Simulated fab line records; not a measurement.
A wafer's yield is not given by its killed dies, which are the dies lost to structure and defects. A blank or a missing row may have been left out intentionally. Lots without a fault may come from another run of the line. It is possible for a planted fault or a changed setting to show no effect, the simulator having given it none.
Tool commonality check ; flow n5 finfet ; 30 wafers sampled across 10 lots

WHY IT WAS OPENED
On 2 of the 10 lots, a flag is raised at N5_BEOL_M9_INSPECT_58 on the reading raw defect count. Fault-free wafers read 77, with a standard deviation of 24.
Rule: a lot gets a flag if all its wafers with a number sit over 4 standard deviations from that mean, or if no wafer of it has a number. As for the other lots, they are considered sound.

lot;measured;on;raw defect count, wafer by wafer;flag
L914;day 10 12:43;defect inspect-01;94 52 117;
L919;day 11 00:08;defect inspect-01;52 69 47;
L920;day 11 16:45;defect inspect-02;57 47 43;
L923;day 12 15:04;defect inspect-01;54 62 85;
L925;day 13 02:13;defect inspect-02;93 49 59;
L926;day 13 18:33;defect inspect-01;105 59 95;
L930;day 13 21:40;defect inspect-01;67 113 102;
L931;day 14 15:07;defect inspect-01;1405 1477 1427;FLAGGED
L935;day 15 02:16;defect inspect-01;1415 1344 1427;FLAGGED
L936;day 15 09:36;defect inspect-01;122 85 69;
On average the flagged lots' numbers are 1416, which is +1339 against the usual, or +56 standard deviations.

WHICH TOOL EACH LOT WENT THROUGH
3 process steps preceding the reading are held in the record, out of 1938 steps in the route. In each cell: the tool, then ch and the chambers that the sampled wafers went through, then the start.
lot;flag;N5_BEOL_M9_SPUTTER_48;N5_BEOL_M9_CMP_52;N5_BEOL_M9_PRE_CLEAN_55
L914;;pvd sputter-03, day 10 11:43;cmp-01 ch 0,1, day 10 12:16;pecvd-04 ch 0,1, day 10 12:35
L919;;pvd sputter-02, day 10 23:07;cmp-01 ch 2,3, day 10 23:43;pecvd-04 ch 0,1, day 11 00:01
L920;;pvd sputter-03, day 11 15:46;cmp-02 ch 0,2,3, day 11 16:22;pecvd-03 ch 1,2, day 11 16:38
L923;;pvd sputter-02, day 12 13:57;cmp-01 ch 0,1,3, day 12 14:35;pecvd-02 ch 0,1, day 12 14:55
L925;;pvd sputter-02, day 13 01:13;cmp-03 ch 1,3, day 13 01:47;pecvd-02 ch 1,2, day 13 02:05
L926;;pvd sputter-03, day 13 16:07;cmp-02 ch 0,1, day 13 16:52;pecvd-03 ch 0,1, day 13 17:11
L930;;pvd sputter-02, day 13 20:20;cmp-02 ch 1,2,3, day 13 21:13;pecvd-02 ch 1,2, day 13 21:33
L931;FLAGGED;pvd sputter-02, day 14 14:08;cmp-01 ch 1,2,3, day 14 14:42;pecvd-02 ch 0,1,2, day 14 15:00
L935;FLAGGED;pvd sputter-03, day 15 01:08;cmp-01 ch 0,2,3, day 15 01:49;pecvd-02 ch 0,1, day 15 02:08
L936;;pvd sputter-01, day 15 08:24;cmp-03 ch 1,2,3, day 15 09:13;pecvd-04 ch 1,2, day 15 09:29
What these steps do:
- N5_BEOL_M9_SPUTTER_48: material Cu, target thk 12 nm, time 2 s.
- N5_BEOL_M9_CMP_52: polishes, stops on SiCOH lowk, t overpolish 7 s, target thk 140 nm.
- N5_BEOL_M9_PRE_CLEAN_55: time 15 s.
- N5_BEOL_M9_INSPECT_58: inspects for defects (darkfield).

FLAGGED AGAINST TOTAL, ONE TOOL AT A TIME (gauges that did the reading follow at the end)
step;tool;lots run;flagged;share of the flagged lots;sound lots run after its first flagged lot
N5_BEOL_M9_SPUTTER_48;pvd sputter-01;1;0;none;-
N5_BEOL_M9_SPUTTER_48;pvd sputter-02;5;1;some;0
N5_BEOL_M9_SPUTTER_48;pvd sputter-03;4;1;some;0
N5_BEOL_M9_CMP_52;cmp-01;5;2;all;0
N5_BEOL_M9_CMP_52;cmp-02;3;0;none;-
N5_BEOL_M9_CMP_52;cmp-03;2;0;none;-
N5_BEOL_M9_PRE_CLEAN_55;pecvd-02;5;2;all;0
N5_BEOL_M9_PRE_CLEAN_55;pecvd-03;2;0;none;-
N5_BEOL_M9_PRE_CLEAN_55;pecvd-04;3;0;none;-
N5_BEOL_M9_INSPECT_58;defect inspect-01;8;2;all;1 (L936)
N5_BEOL_M9_INSPECT_58;defect inspect-02;2;0;none;-

WHAT THE TABLE ALLOWS
cmp-01 at N5_BEOL_M9_CMP_52, pecvd-02 at N5_BEOL_M9_PRE_CLEAN_55 and defect inspect-01 at N5_BEOL_M9_INSPECT_58: these 3 rows of the table ran every flagged lot.
- cmp-01 at N5_BEOL_M9_CMP_52 ran 5 lots, 2 of them flagged. It ran its last sound lot, L923, at day 12 14:35 and its first flagged lot, L931, at day 14 14:42: a fault with its onset between the two fits.
- pecvd-02 at N5_BEOL_M9_PRE_CLEAN_55 ran 5 lots, 2 of them flagged. It ran its last sound lot, L930, at day 13 21:33 and its first flagged lot, L931, at day 14 15:00: a fault with its onset between the two fits.
- defect inspect-01 at N5_BEOL_M9_INSPECT_58 ran 8 lots, 2 of them flagged. Lots that were sound ran on it after the first flagged one (L936); a persistent fault on the entire tool would not allow that.
Counting lots can't tell these 2 tools apart, because each fits a fault that began at some hour. More lots, or a look at what each step does to the wafer, might.

WHAT THE SIMULATOR HAD PUT IN
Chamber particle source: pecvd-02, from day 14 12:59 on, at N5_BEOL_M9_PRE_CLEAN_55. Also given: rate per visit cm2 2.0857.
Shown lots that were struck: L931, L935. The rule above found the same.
